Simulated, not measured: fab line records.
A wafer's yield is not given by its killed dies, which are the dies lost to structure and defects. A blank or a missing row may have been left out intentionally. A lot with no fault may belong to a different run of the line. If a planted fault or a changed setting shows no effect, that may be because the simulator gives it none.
fab line records | flow nandHarc
record lots=11 | wafers=31 | lastDay=24
route steps=1159 shown A_STAIRCASE@531 END@1159
lots that met no fault: from a run of the same line without faults
startH: hours from the record's first day to the start of the lot's first wafer shown | waitH: hours from the lot's prior step to this one | " same as the row above | L1.1+2: several wafers, shown together as one row | - no value, or no start given | * or withheld: withheld | < > ~ a bound
route shown NAME@n: names a module that has steps shown in the file, with the first one's number in the route | usual: average and standard deviation across the fault-free wafers | same: alike in all rows | chamber/n: place in a boat | sites: per-site readings | _std_site: standard deviation of those values | _edge_site: inner sites' mean taken away from outer sites' mean | radiusMm: how far each site lies from the wafer's centre | mask NAME#n: copy n | behind: the last tool/chamber to shape the wafer | hold: why the lot went on hold/how many hours it stayed there/how the hold came to an end | device: whichever transistor did not switch (one of n, p or np) | end of line: the tests these same wafers got at the end of their route | a step with no rows: only its recipe | killed: dies that structure and defects cost at the first sort, which is not the same as the wafer's yield | map: dies across one wafer; x = killed, . = not, _ = none there
set.NAME: the setting as run; set.NAME@STEP: as run at that earlier step | model.NAME: the simulator's own value behind a step, which no gauge read
steps of the route over a sample of lots; a table a step, a row a wafer
services: when a tool's chamber went out of use (startH, in hours from the record's first day, below 0 if earlier), for how many hours, and the reason
## steps
# step NHARC_A_STAIRCASE_ETCH_169
# recipe targetDepthA=500 | timeS=107.1 | ionEnergyEv=120 | ch3fFlowSccm=50 | o2FlowSccm=30 | arFlowSccm=200 | rfW=500 | biasW=100 | chemistry=CH3F/O2
# usual drypumpMotorCurrentA=5.66/0.28 | oesProductAu=0.951/0.019 | rfVppV=244.0/1.6 | showerheadPlenumPTorr=2.43/0.1 | throttleValvePct=20.663/0.0099
lot.wafer | tool       | chamber | startH | waitH | drypumpMotorCurrentA | oesProductAu | rfHoursCounterH | rfVppV | showerheadPlenumPTorr | throttleValvePct
L752.4    | rieDiel-02 | 3       | 254.35 | 0.1   | 5.67                 | 0.976        | 37              | 245.7  | 2.49                  | 20.649
L752.1    | "          | 1       | "      | "     | 6.01                 | 0.956        | 35              | 244.7  | 2.43                  | 20.660
L752.6    | "          | 0       | "      | "     | 5.11                 | 0.966        | -               | 241.3  | 2.28                  | 20.672
L749.3    | rieDiel-11 | 2       | 258.09 | 0.1   | 5.96                 | 0.951        | 19              | 243.9  | 2.35                  | 20.671
L749.6    | "          | 2       | "      | "     | 5.94                 | 0.949        | -               | 243.8  | 2.35                  | 20.671
L749.5    | "          | 3       | "      | "     | 5.38                 | 0.934        | -               | 245.4  | 2.56                  | 20.651
L754.1    | rieDiel-02 | 3       | 260.89 | 0.1   | 5.66                 | 0.939        | 38              | 245.1  | 2.49                  | 20.655
L754.2    | "          | 2       | "      | "     | 5.81                 | 0.946        | 36              | 242.3  | 2.32                  | 20.670
L754.6    | "          | 0       | "      | "     | 5.12                 | 0.933        | -               | 241.5  | 2.28                  | 20.667
L755.1    | rieDiel-05 | 0       | 282.11 | 0.1   | 5.63                 | 0.918        | 37              | 244.6  | 2.36                  | 20.673
L759.4    | rieDiel-02 | 1       | 294.82 | 0.2   | 6.00                 | 0.932        | 50              | 243.6  | 2.43                  | 20.670
L759.2    | "          | 2       | "      | "     | 5.89                 | 0.947        | 48              | 242.3  | 2.31                  | 20.646
L759.6    | "          | 0       | "      | "     | 5.11                 | 0.936        | -               | 243.3  | 2.28                  | 20.664
L763.3    | rieDiel-02 | 2       | 322.91 | 0.2   | 5.83                 | 0.949        | 58              | 243.6  | 2.31                  | 20.646
L763.4    | "          | 3       | "      | "     | 5.66                 | 0.931        | 62              | 244.1  | 2.48                  | 20.646
L763.6    | "          | 2       | "      | "     | 5.81                 | 0.939        | -               | 242.9  | 2.31                  | 20.651
L764.2    | rieDiel-05 | 1       | 334.00 | 0.1   | 5.69                 | 0.962        | 52              | 245.0  | 2.51                  | 20.664
L764.4    | "          | 2       | "      | "     | 5.48                 | 0.950        | 64              | 244.7  | 2.49                  | 20.663
L764.5    | "          | 0       | "      | "     | 5.61                 | 0.961        | -               | 244.2  | 2.35                  | 20.665
L767.2    | rieDiel-02 | 0       | 344.75 | 0.1   | 5.11                 | 0.987        | 3               | 247.6  | 2.66                  | 20.648
L767.1    | "          | 2       | "      | "     | 5.84                 | 0.983        | 3               | 242.3  | 2.31                  | 20.670
L767.5    | "          | 0       | "      | "     | 5.09                 | 0.981        | -               | 247.0  | 2.66                  | 20.649
L768.3    | rieDiel-02 | 2       | 345.60 | 0.6   | 5.87                 | 0.940        | 4               | 242.1  | 2.30                  | 20.644
L768.1    | "          | 3       | "      | "     | 5.67                 | 0.962        | 4               | 244.5  | 2.47                  | 20.656
L768.2    | "          | 1       | "      | "     | 6.01                 | 0.945        | 3               | 243.5  | 2.42                  | 20.664
L769.2    | rieDiel-02 | 1       | 351.65 | 0.2   | 6.02                 | 0.938        | 6               | 244.6  | 2.42                  | 20.671
L769.5    | "          | 0       | "      | "     | 5.09                 | 0.953        | -               | 247.7  | 2.66                  | 20.670
L769.6    | "          | 1       | "      | "     | 6.01                 | 0.929        | -               | 242.5  | 2.42                  | 20.663
L771.1    | rieDiel-02 | 3       | 381.66 | 0.1   | 5.65                 | 0.977        | 16              | 243.8  | 2.47                  | 20.671
L771.6    | "          | 1       | "      | "     | 5.99                 | 0.958        | -               | 243.0  | 2.42                  | 20.663
L771.5    | "          | 2       | "      | "     | 5.86                 | 0.967        | -               | 240.7  | 2.30                  | 20.679
# step NHARC_A_STAIRCASE_ETCH_170
# recipe targetDepthA=2000 | timeS=66.667 | ionEnergyEv=250 | c4f6FlowSccm=25 | o2FlowSccm=20 | arFlowSccm=500 | rfW=600 | biasW=500 | chemistry=C4F6/O2
# usual drypumpMotorCurrentA=5.67/0.3 | oesProductAu=0.972/0.017 | rfVppV=546/3.3 | showerheadPlenumPTorr=3.87/0.15 | throttleValvePct=26.903/0.0086
lot.wafer | tool       | chamber | startH | waitH | drypumpMotorCurrentA | oesProductAu | rfHoursCounterH | rfVppV | showerheadPlenumPTorr | throttleValvePct
L752.4    | rieDiel-02 | 0       | -      | -     | 5.10                 | 0.984        | 38              | 541    | 3.66                  | 26.895
L752.1    | "          | 1       | "      | "     | 6.02                 | 0.979        | 35              | 547    | 3.89                  | 26.910
L752.6    | "          | 1       | "      | "     | 6.05                 | 0.969        | -               | 546    | 3.89                  | 26.913
L749.3    | rieDiel-11 | 0       | -      | -     | 6.17                 | 0.986        | 14              | 544    | 3.76                  | 26.893
L749.5    | "          | 3       | "      | "     | 5.39                 | 0.968        | -               | 550    | 4.08                  | 26.891
L749.6    | "          | 0       | "      | "     | 6.15                 | 0.980        | -               | 544    | 3.76                  | 26.905
L754.2    | rieDiel-02 | 0       | -      | -     | 5.09                 | 0.949        | 39              | 543    | 3.66                  | 26.901
L754.1    | "          | 2       | "      | "     | 5.84                 | 0.950        | 36              | 541    | 3.71                  | 26.898
L754.6    | "          | 0       | "      | "     | 5.11                 | 0.950        | -               | 542    | 3.66                  | 26.901
L755.1    | rieDiel-05 | 1       | -      | -     | 5.71                 | 0.971        | 37              | 549    | 4.01                  | 26.906
L759.2    | rieDiel-02 | 0       | -      | -     | 5.11                 | 0.971        | 54              | 542    | 3.65                  | 26.913
L759.4    | "          | 3       | "      | "     | 5.68                 | 0.975        | 51              | 547    | 3.96                  | 26.897
L759.6    | "          | 0       | "      | "     | 5.12                 | 0.971        | -               | 542    | 3.65                  | 26.904
L763.4    | rieDiel-02 | 1       | -      | -     | 6.01                 | 0.974        | 63              | 544    | 3.87                  | 26.900
L763.3    | "          | 2       | "      | "     | 5.86                 | 0.987        | 58              | 543    | 3.70                  | 26.899
L763.6    | "          | 0       | "      | "     | 5.11                 | 0.978        | -               | 540    | 3.65                  | 26.903
L764.4    | rieDiel-05 | 2       | -      | -     | 5.46                 | 0.951        | 64              | 546    | 3.97                  | 26.899
L764.2    | "          | 3       | "      | "     | 5.56                 | 0.948        | 62              | 549    | 4.05                  | 26.905
L764.5    | "          | 2       | "      | "     | 5.51                 | 0.946        | -               | 547    | 3.97                  | 26.923
L767.1    | rieDiel-02 | 1       | -      | -     | 6.03                 | 0.985        | 2               | 546    | 3.87                  | 26.878
L767.2    | "          | 2       | "      | "     | 5.85                 | 0.982        | 3               | 543    | 3.69                  | 26.906
L767.5    | "          | 1       | "      | "     | 6.01                 | 0.992        | -               | 545    | 3.87                  | 26.894
L768.1    | rieDiel-02 | 2       | -      | -     | 5.81                 | 0.968        | 4               | 542    | 3.69                  | 26.894
L768.2    | "          | 3       | "      | "     | 5.65                 | 0.986        | 4               | 548    | 3.95                  | 26.905
L768.3    | "          | 0       | "      | "     | 5.09                 | 0.991        | 3               | 553    | 4.22                  | 26.899
L769.2    | rieDiel-02 | 3       | -      | -     | 5.64                 | 0.970        | 6               | 547    | 3.95                  | 26.899
L769.5    | "          | 0       | "      | "     | 5.10                 | 0.979        | -               | 555    | 4.22                  | 26.900
L769.6    | "          | 1       | "      | "     | 6.01                 | 0.984        | -               | 546    | 3.86                  | 26.905
L771.1    | rieDiel-02 | 1       | -      | -     | 6.00                 | 0.977        | 15              | 546    | 3.86                  | 26.889
L771.5    | "          | 2       | "      | "     | 5.85                 | 0.992        | -               | 541    | 3.69                  | 26.898
L771.6    | "          | 3       | "      | "     | 5.68                 | 0.982        | -               | 548    | 3.94                  | 26.902
# step NHARC_A_STAIRCASE_TRIM_12
# recipe timeS=211.2 | o2FlowSccm=500 | arFlowSccm=0 | biasW=0 | chemistry=O2
# usual drypumpMotorCurrentA=5.68/0.28 | oesProductAu=1.000/0.01 | rfVppV=57.6/0.81 | showerheadPlenumPTorr=3.48/0.14 | throttleValvePct=17.036/0.0087
lot.wafer | tool       | chamber | startH | waitH | drypumpMotorCurrentA | oesProductAu | rfHoursCounterH | rfVppV | showerheadPlenumPTorr | throttleValvePct
L752.1    | rieDiel-11 | 2       | 256.18 | 0.1   | 5.96                 | 1.001        | 18              | 56.7   | 3.38                  | 17.049
L752.4    | "          | 0       | "      | "     | 6.11                 | 1.010        | 13              | 57.1   | 3.38                  | 17.027
L752.6    | "          | 3       | "      | "     | 5.39                 | 0.992        | -               | 56.6   | 3.67                  | 17.038
L749.3    | rieDiel-11 | 2       | 259.91 | 0.1   | 5.97                 | 0.998        | 20              | 57.2   | 3.37                  | 17.033
L749.5    | "          | 3       | "      | "     | 5.38                 | 1.001        | -               | 58.6   | 3.67                  | 17.048
L749.6    | "          | 0       | "      | "     | 6.12                 | 1.011        | -               | 57.4   | 3.38                  | 17.022
L754.1    | rieDiel-02 | 3       | 262.89 | 0.1   | 5.66                 | 1.010        | 40              | 57.2   | 3.56                  | 17.039
L754.2    | "          | 0       | "      | "     | 5.10                 | 1.004        | 41              | 55.5   | 3.28                  | 17.036
L754.6    | "          | 2       | "      | "     | 5.86                 | 1.000        | -               | 56.0   | 3.33                  | 17.028
L755.1    | rieDiel-11 | 0       | 283.99 | 0.1   | 6.13                 | 1.219        | 24              | 59.0   | 3.38                  | 17.028
L759.2    | rieDiel-02 | 0       | 297.59 | 0.1   | 5.11                 | 1.013        | 55              | 57.1   | 3.28                  | 17.021
L759.4    | "          | 1       | "      | "     | 6.04                 | 1.006        | 51              | 58.1   | 3.48                  | 17.027
L759.6    | "          | 0       | "      | "     | 5.10                 | 0.998        | -               | 57.6   | 3.28                  | 17.055
L763.3    | rieDiel-02 | 3       | 324.88 | 0.1   | 5.65                 | 1.020        | 63              | 58.5   | 3.55                  | 17.038
L763.4    | "          | 2       | "      | "     | 5.85                 | 1.015        | 59              | 56.8   | 3.32                  | 17.040
L763.6    | "          | 3       | "      | "     | 5.63                 | 1.008        | -               | 57.0   | 3.55                  | 17.025
L764.4    | rieDiel-05 | 0       | 335.86 | 0.1   | 5.60                 | 0.997        | 56              | 57.5   | 3.38                  | 17.036
L764.2    | "          | 2       | "      | "     | 5.50                 | 0.993        | 64              | 58.2   | 3.57                  | 17.033
L764.5    | "          | 0       | "      | "     | 5.59                 | 0.996        | -               | 56.4   | 3.38                  | 17.034
L767.2    | rieDiel-02 | 0       | 346.67 | 0.1   | 5.10                 | 1.017        | 4               | 58.4   | 3.81                  | 17.040
L767.1    | "          | 2       | "      | "     | 5.85                 | 1.019        | 4               | 56.4   | 3.32                  | 17.020
L767.5    | "          | 3       | "      | "     | 5.65                 | 1.017        | -               | 57.0   | 3.55                  | 17.026
L768.3    | rieDiel-02 | 1       | 347.42 | 0.1   | 6.04                 | 0.997        | 4               | 58.5   | 3.47                  | 17.035
L768.1    | "          | 2       | "      | "     | 5.87                 | 1.001        | 4               | 56.5   | 3.31                  | 17.039
L768.2    | "          | 0       | "      | "     | 5.11                 | 1.011        | 4               | 58.0   | 3.81                  | 17.028
L769.2    | rieDiel-11 | 2       | 353.57 | 0.1   | 5.97                 | 0.986        | 58              | 58.1   | 3.35                  | 17.040
L769.5    | "          | 0       | "      | "     | 6.18                 | 1.002        | -               | 58.3   | 3.36                  | 17.059
L769.6    | "          | 1       | "      | "     | 5.60                 | 0.995        | -               | 58.6   | 3.31                  | 17.035
L771.1    | rieDiel-02 | 2       | 383.35 | 0.1   | 5.86                 | 1.006        | 15              | 56.1   | 3.31                  | 17.028
L771.6    | "          | 2       | "      | "     | 5.89                 | 1.002        | -               | 57.5   | 3.31                  | 17.028
L771.5    | "          | 3       | "      | "     | 5.65                 | 1.006        | -               | 58.4   | 3.54                  | 17.034
# step NHARC_A_STAIRCASE_TRIM_18
# recipe timeS=211.2 | o2FlowSccm=500 | arFlowSccm=0 | biasW=0 | chemistry=O2
# usual drypumpMotorCurrentA=5.69/0.27 | oesProductAu=1.001/0.011 | rfVppV=57.7/0.85 | showerheadPlenumPTorr=3.47/0.14 | throttleValvePct=17.036/0.0095
lot.wafer | tool       | chamber | startH | waitH | drypumpMotorCurrentA | oesProductAu | rfHoursCounterH | rfVppV | showerheadPlenumPTorr | throttleValvePct
L752.4    | rieDiel-11 | 2       | -      | -     | 5.98                 | 1.000        | 19              | 58.5   | 3.38                  | 17.021
L752.1    | "          | 3       | "      | "     | 5.39                 | 0.998        | 14              | 56.3   | 3.67                  | 17.041
L752.6    | "          | 3       | "      | "     | 5.39                 | 0.997        | -               | 56.2   | 3.67                  | 17.055
L749.3    | rieDiel-11 | 0       | -      | -     | 6.12                 | 1.017        | 15              | 57.3   | 3.38                  | 17.046
L749.5    | "          | 0       | "      | "     | 6.11                 | 1.005        | -               | 58.4   | 3.38                  | 17.024
L749.6    | "          | 1       | "      | "     | 5.62                 | 1.002        | -               | 56.8   | 3.33                  | 17.042
L754.1    | rieDiel-02 | 2       | -      | -     | 5.85                 | 1.009        | 37              | 55.6   | 3.33                  | 17.029
L754.2    | "          | 3       | "      | "     | 5.64                 | 1.016        | 41              | 56.1   | 3.56                  | 17.025
L754.6    | "          | 1       | "      | "     | 6.01                 | 1.008        | -               | 56.7   | 3.49                  | 17.035
L755.1    | rieDiel-11 | 2       | -      | -     | 5.98                 | 1.006        | 29              | 56.4   | 3.37                  | 17.040
L759.2    | rieDiel-02 | 0       | -      | -     | 5.09                 | 1.023        | 55              | 57.8   | 3.28                  | 17.041
L759.4    | "          | 2       | "      | "     | 5.82                 | 1.015        | 49              | 57.4   | 3.32                  | 17.025
L759.6    | "          | 1       | "      | "     | 6.04                 | 1.019        | -               | 57.8   | 3.48                  | 17.038
L763.3    | rieDiel-02 | 3       | -      | -     | 5.69                 | 1.020        | 63              | 57.5   | 3.55                  | 17.047
L763.4    | "          | 1       | "      | "     | 6.02                 | 1.016        | 65              | 57.7   | 3.48                  | 17.024
L763.6    | "          | 3       | "      | "     | 5.68                 | 1.021        | -               | 56.2   | 3.55                  | 17.032
L764.2    | rieDiel-05 | 0       | -      | -     | 5.61                 | 0.996        | 57              | 56.5   | 3.38                  | 17.021
L764.4    | "          | 1       | "      | "     | 5.70                 | 1.002        | 53              | 57.9   | 3.60                  | 17.031
L764.5    | "          | 3       | "      | "     | 5.56                 | 1.003        | -               | 58.9   | 3.65                  | 17.038
L767.1    | rieDiel-02 | 1       | -      | -     | 6.02                 | 1.008        | 4               | 58.8   | 3.47                  | 17.027
L767.2    | "          | 0       | "      | "     | 5.09                 | 1.014        | 4               | 58.9   | 3.81                  | 17.043
L767.5    | "          | 2       | "      | "     | 5.85                 | 1.015        | -               | 57.8   | 3.32                  | 17.027
L768.3    | rieDiel-02 | 2       | -      | -     | 5.83                 | 0.993        | 5               | 55.5   | 3.31                  | 17.048
L768.1    | "          | 3       | "      | "     | 5.68                 | 1.007        | 5               | 57.7   | 3.55                  | 17.037
L768.2    | "          | 0       | "      | "     | 5.11                 | 1.018        | 5               | 57.8   | 3.81                  | 17.033
L769.2    | rieDiel-11 | 1       | -      | -     | 5.65                 | 0.996        | 58              | 57.4   | 3.31                  | 17.038
L769.5    | "          | 2       | "      | "     | 5.97                 | 0.998        | -               | 57.2   | 3.35                  | 17.036
L769.6    | "          | 3       | "      | "     | 5.40                 | 1.002        | -               | 58.0   | 3.66                  | 17.041
L771.1    | rieDiel-02 | 3       | -      | -     | 5.68                 | 1.001        | 16              | 57.6   | 3.54                  | 17.040
L771.6    | "          | 2       | "      | "     | 5.86                 | 1.002        | -               | 56.6   | 3.31                  | 17.035
L771.5    | "          | 3       | "      | "     | 5.68                 | 1.008        | -               | 57.8   | 3.54                  | 17.052
# step NHARC_END_SORT_01
# recipe tempC=25
# usual defectLimitedYield=95.2/1.6 | killedAtArray=29/11 | killedAtOther=0.7/1.1 | killedAtPeriphery=3.1/2 | killedDies=33/11 | killedOpen=3.5/1.8 | killedShort=2.0/1.4 | sort_bin_2_pct=1.5/0.6 | sort_bin_3_pct=0.24/0.19 | sort_bin_4_pct=3.1/1.1 | sortNPass=644/11 | sortRimYieldPct=96.5/2.3 | sortYieldPct=95.2/1.6
# same grossDies=677 | sort_bin_5_pct[%]=0 | sort_bin_6_pct[%]=0 | sort_bin_7_pct[%]=0 | sort_bin_8_pct[%]=0 | sortRimNGross=106.00
lot.wafer | tool      | chamber | startH | waitH | defectLimitedYield[%] | killedAtArray | killedAtOther | killedAtPeriphery | killedDies | killedOpen | killedShort | sort_bin_2_pct[%] | sort_bin_3_pct[%] | sort_bin_4_pct[%] | sortNPass | sortRimYieldPct[%] | sortYieldPct[%]
L752.1    | prober-01 | 0       | 472.49 | 2.5   | 95.1                  | 33            | 0             | 0                 | 33         | 1          | 0           | 1.8               | 0.15              | 3.0               | 644       | 96.2               | 95.1
L752.4    | prober-01 | 0       | 474.85 | 3.4   | 94.2                  | 38            | 0             | 1                 | 39         | 5          | 0           | 1.8               | 0.74              | 3.2               | 638       | 93.4               | 94.2
L752.6    | prober-01 | 0       | 476.43 | 3.9   | 94.4                  | 34            | 0             | 4                 | 38         | 5          | 4           | 2.2               | 0.30              | 3.1               | 639       | 100.0              | 94.4
L754.1    | prober-01 | 0       | 480.23 | 2.5   | 95.4                  | 27            | 0             | 4                 | 31         | 4          | 4           | 1.2               | 0.30              | 3.1               | 646       | 92.5               | 95.4
L754.2    | prober-01 | 0       | 481.03 | 2.8   | 95.3                  | 26            | 0             | 6                 | 32         | 4          | 2           | 1.3               | 0.15              | 3.2               | 645       | 99.1               | 95.3
L754.6    | prober-01 | 0       | 484.23 | 4.0   | 94.1                  | 33            | 0             | 7                 | 40         | 6          | 1           | 2.1               | 0.30              | 3.5               | 637       | 94.3               | 94.1
L759.2    | prober-02 | 0       | 508.32 | 2.8   | 94.8                  | 33            | 0             | 2                 | 35         | 3          | 4           | 1.8               | 0                 | 3.4               | 642       | 97.2               | 94.8
L759.4    | prober-02 | 0       | 509.94 | 3.4   | 95.4                  | 27            | 0             | 4                 | 31         | 6          | 2           | 1.6               | 0.30              | 2.7               | 646       | 96.2               | 95.4
L759.6    | prober-02 | 0       | 511.55 | 4.0   | 95.1                  | 31            | 0             | 2                 | 33         | 3          | 2           | 0.9               | 0.74              | 3.2               | 644       | 95.3               | 95.1
L763.3    | prober-01 | 0       | 540.39 | 3.1   | 94.5                  | 34            | 0             | 3                 | 37         | 2          | 3           | 2.7               | 0.44              | 2.4               | 640       | 98.1               | 94.5
L763.4    | prober-01 | 0       | 541.20 | 3.4   | 95.0                  | 32            | 0             | 2                 | 34         | 5          | 3           | 1.2               | 0.44              | 3.4               | 643       | 93.4               | 95.0
L763.6    | prober-01 | 0       | 542.81 | 4.0   | 96.3                  | 23            | 0             | 2                 | 25         | 4          | 1           | 1.0               | 0                 | 2.7               | 652       | 97.2               | 96.3
# killed by level:class
L752.1 A_CHANNEL_HOLE_D1:chamberFilmFlake=17 A_SLIT:chamberFilmFlake=11 A_CONTACT:chamberFilmFlake=2 A_M0:geometricParticle:open=1 A_CHANNEL_FILL_D1:chamberFilmFlake=1 A_BONDPAD:chamberFilmFlake=1
L752.4 A_CHANNEL_HOLE_D1:chamberFilmFlake=21 A_SLIT:chamberFilmFlake=6 A_CONTACT:geometricParticle:open=4 A_CHANNEL_FILL_D1:chamberFilmFlake=3 A_CONTACT:chamberFilmFlake=2 P_CONTACT:geometricParticle:open=1 A_STAIRCASE:chamberFilmFlake=1 A_BONDPAD:chamberFilmFlake=1
L752.6 A_SLIT:chamberFilmFlake=14 A_CHANNEL_HOLE_D1:chamberFilmFlake=4 A_STAIRCASE:chamberFilmFlake=4 A_CONTACT:chamberFilmFlake=3 P_CONTACT:geometricParticle:open=2 A_BONDPAD:chamberFilmFlake=2 P_M0:geometricParticle:open=1 P_M2:geometricParticle:open=1
L754.1 A_SLIT:chamberFilmFlake=10 A_CHANNEL_HOLE_D1:chamberFilmFlake=9 A_CONTACT:geometricParticle:open=2 A_M1:geometricParticle:short=2 P_BONDPAD:geometricParticle:short=1 A_CHANNEL_FILL_D1:geometricParticle:open=1 A_WL_FILL:geometricParticle:short=1 A_M0:geometricParticle:open=1
L754.2 A_CHANNEL_HOLE_D1:chamberFilmFlake=12 A_SLIT:chamberFilmFlake=10 P_STI:chamberFilmFlake=3 P_GATE:geometricParticle:open=1 P_M1:geometricParticle:open=1 A_ONON_D1:geometricParticle:short=1 A_WL_FILL:geometricParticle:short=1 A_M0:geometricParticle:open=1
L754.6 A_CHANNEL_HOLE_D1:chamberFilmFlake=18 A_SLIT:chamberFilmFlake=6 P_CONTACT:chamberFilmFlake=2 P_M1:chamberFilmFlake=2 A_M1:chamberFilmFlake=2 P_CONTACT:geometricParticle:open=1 P_M1:geometricParticle:open=1 A_ONON_D1:geometricParticle:open=1
L759.2 A_CHANNEL_HOLE_D1:chamberFilmFlake=16 A_WL_FILL:chamberFilmFlake=4 A_BONDPAD:chamberFilmFlake=3 A_CHANNEL_FILL_D1:geometricParticle:short=2 A_CONTACT:geometricParticle:open=2 A_CONTACT:chamberFilmFlake=2 A_M0:chamberFilmFlake=2 P_GATE:geometricParticle:open=1
L759.4 A_CHANNEL_HOLE_D1:chamberFilmFlake=13 A_STAIRCASE:chamberFilmFlake=3 A_CHANNEL_FILL_D1:geometricParticle:open=2 P_GATE:chamberFilmFlake=2 A_BONDPAD:chamberFilmFlake=2 P_M0:geometricParticle:open=1 A_CHANNEL_FILL_D1:geometricParticle:short=1 A_SGD_CUT:geometricParticle:open=1
L759.6 A_CHANNEL_HOLE_D1:chamberFilmFlake=16 A_BONDPAD:chamberFilmFlake=4 A_WL_FILL:chamberFilmFlake=3 A_WL_FILL:geometricParticle:short=2 A_M0:geometricParticle:open=2 A_SOURCE_PLATE:geometricParticle:open=1 P_STI:chamberFilmFlake=1 P_GATE:chamberFilmFlake=1
L763.3 A_SLIT:chamberFilmFlake=16 A_CONTACT:chamberFilmFlake=10 A_STAIRCASE:chamberFilmFlake=4 P_M0:geometricParticle:open=2 A_SOURCE_PLATE:geometricParticle:short=1 A_CHANNEL_HOLE_D1:geometricParticle:short=1 A_CHANNEL_FILL_D1:geometricParticle:short=1 P_GATE:chamberFilmFlake=1
L763.4 A_SLIT:chamberFilmFlake=12 A_STAIRCASE:chamberFilmFlake=6 A_CHANNEL_HOLE_D1:chamberFilmFlake=5 A_CONTACT:chamberFilmFlake=3 A_ONON_D1:geometricParticle:short=2 P_GATE:geometricParticle:open=1 P_M1:geometricParticle:open=1 A_CHANNEL_FILL_D1:geometricParticle:short=1
L763.6 A_SLIT:chamberFilmFlake=11 A_CHANNEL_HOLE_D1:chamberFilmFlake=5 A_CONTACT:chamberFilmFlake=3 P_CONTACT:geometricParticle:open=1 P_M0:geometricParticle:open=1 A_CONTACT:geometricParticle:open=1 A_BLC:geometricParticle:short=1 A_M0:geometricParticle:open=1
## services
tool       | chamber | startH | hours | kind
rieDiel-11 | 3       | 230.67 | 8.3   | repair
rieDiel-11 | 0       | 231.29 | 6.4   | repair
rieDiel-02 | 0       | 233.39 | -     | clean
rieDiel-02 | 1       | 233.39 | -     | clean
rieDiel-02 | 2       | 233.39 | -     | clean
rieDiel-02 | 3       | 233.39 | -     | clean
rieDiel-02 | 0       | 258.37 | -     | clean
rieDiel-02 | 1       | 258.37 | -     | clean
rieDiel-02 | 2       | 258.37 | -     | clean
rieDiel-02 | 3       | 258.37 | -     | clean
rieDiel-02 | 2       | 274.32 | 1.4   | repair
rieDiel-11 | 3       | 278.25 | 3.4   | repair
rieDiel-02 | 0       | 283.32 | -     | clean
rieDiel-02 | 1       | 283.32 | -     | clean
rieDiel-05 | 0       | 294.72 | 5.7   | repair
rieDiel-02 | 0       | 303.23 | 3.9   | repair
rieDiel-05 | 1       | 305.50 | 14.4  | repair
rieDiel-11 | 3       | 319.62 | 27.1  | repair
rieDiel-11 | 2       | 319.79 | 1.4   | repair
rieDiel-02 | -       | 327.82 | 9.0   | pm
rieDiel-05 | -       | 340.70 | 9.0   | pm
rieDiel-05 | -       | 352.65 | 0.9   | repair
rieDiel-11 | -       | 367.18 | 9.0   | pm
rieDiel-05 | 3       | 381.74 | 12.5  | repair
## key
firstSign step=NHARC_A_STAIRCASE_TRIM_12 | reading=oesProductAu | direction=up | sigmas=21 | usual=1.000 | struck=1.219
effect none on later readings
metAt NHARC_A_STAIRCASE_TRIM_12
struckLots L755
struckWafers L755.1
rowsEnd L755.1
notActingAt NHARC_A_STAIRCASE_ETCH_169,NHARC_A_STAIRCASE_ETCH_170,NHARC_A_STAIRCASE_TRIM_18
onsetBetween 259.91 283.99
fault kind=processParameterDrift | tool=rieDiel-11 | chamber=0 | onsetH=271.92 | steps=NHARC_A_STAIRCASE_TRIM_12 | channel=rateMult | offset=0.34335 | shape=step | endH=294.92
# rowsEnd: these wafers met a further fault down the route, and their rows from its step on are left out
